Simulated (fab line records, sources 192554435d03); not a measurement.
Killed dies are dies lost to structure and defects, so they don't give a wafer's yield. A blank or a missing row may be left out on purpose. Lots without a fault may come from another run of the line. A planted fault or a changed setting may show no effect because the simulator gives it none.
Chamber matching | flow n5_finfet | N5_DUMMY_GATE_HM_OPEN_21 on rie_diel-05: 4 sister chambers
The step chemistry CH3F/O2, target SiNx, target depth 120 nm, time 171.4 s. 8 wafers are shown with their chamber, then 9 later ones without.

WAFERS WITH THEIR CHAMBER
wafer  | chamber | drypump_motor_current_A (A) | showerhead_plenum_p_Torr (Torr)
L081.5 | 2       | 5.7                         | 1.99
L081.6 | 3       | 6.1                         | 2.07
L084.1 | 1       | 5.5                         | 1.93
L084.3 | 2       | 5.7                         | 1.98
L084.4 | 0       | 5.5                         | 2.00
L090.2 | 0       | 5.6                         | 2.00
L090.4 | 1       | 5.5                         | 1.93
L090.6 | 3       | 6.1                         | 2.07

WAFERS WITHOUT THEIR CHAMBER
wafer  | drypump_motor_current_A (A) | showerhead_plenum_p_Torr (Torr)
L091.3 | 5.7                         | 1.98
L091.4 | 6.1                         | 2.07
L091.6 | 6.1                         | 2.07
L093.4 | 5.5                         | 1.92
L093.5 | 5.5                         | 1.99
L093.6 | 6.1                         | 2.07
L096.2 | 6.1                         | 2.07
L096.4 | 5.5                         | 1.92
L096.5 | 6.1                         | 2.07

WHICH CHAMBER EACH WENT THROUGH
wafer  | from the rows above | in truth
L091.3 | 2                   | 2
L091.4 | 3                   | 3
L091.6 | 3                   | 3
L093.4 | 1                   | 1
L093.5 | 0                   | 0
L093.6 | 3                   | 3
L096.2 | 3                   | 3
L096.4 | 1                   | 1
L096.5 | 3                   | 3
Placed correctly: 9 of 9. Can't be placed from these rows: 0. Placed wrongly: 0.
How it was worked out, from the rows above alone: a wafer's distance from a chamber is the root of the sum, over the readings, of the square of ((its reading less the chamber's mean) divided by the reading's scatter). The wafer belongs to the nearest chamber; if the next one is less than 2 further off, it can't be placed. A chamber's mean is the mean of its shown wafers. The scatter: the root of (the sum of the squares of (reading less its chamber's mean) over the shown wafers, divided by (wafers less chambers)).
